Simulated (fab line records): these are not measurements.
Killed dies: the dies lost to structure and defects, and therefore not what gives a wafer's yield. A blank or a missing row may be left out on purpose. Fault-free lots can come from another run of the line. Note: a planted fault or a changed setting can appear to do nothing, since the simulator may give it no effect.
What tool caused it? ; flow nand harc ; route of 1302 steps, sampled at 1 step: 6 lots, 18 wafers

WHAT THE GAUGES READ, wafer by wafer
NHARC_P_ZERO_WELL_CD_MEAS_24: target cd 720 nm.
lot;measured;on;cd nm (nm)
L133;day 3 04:28;cd sem-03;719.1 719.5 719.9
L143;day 7 08:40;cd sem-02;723.0 722.0 723.1
L146;day 8 14:29;cd sem-02;720.4 720.1 719.7
L149;day 9 20:20;cd sem-02;721.1 721.2 721.6
L151;day 10 19:45;cd sem-03;720.7 722.8 721.6
L153;day 11 12:20;cd sem-01;722.0 722.0 723.4

WHAT TOOL EACH LOT RAN ON (gives the tool, then ch and the chambers of the sampled wafers, and finally the start)
There is no process step in the record ahead of these readings.

THE ANSWER, worked out from the rows above alone
Rule: usual is defined by the lots themselves. Put in order of their means at a reading, lots are off if they are a third of the lots or fewer, leave a main group of 4 or more, and stand apart from it by a gap of 3 or more times the standard deviation of the main group's means; of several such gaps the widest counts. Not used: any main group whose means are identical at the precision the tables above print for the reading. A lot without any number at a reading at which 4 lots or more have one is off too. All remaining lots with rows at the step are treated as sound.
No lot is off on any of the readings shown, so nothing can be concluded from this.

WHAT THE SIMULATOR HAD PUT IN
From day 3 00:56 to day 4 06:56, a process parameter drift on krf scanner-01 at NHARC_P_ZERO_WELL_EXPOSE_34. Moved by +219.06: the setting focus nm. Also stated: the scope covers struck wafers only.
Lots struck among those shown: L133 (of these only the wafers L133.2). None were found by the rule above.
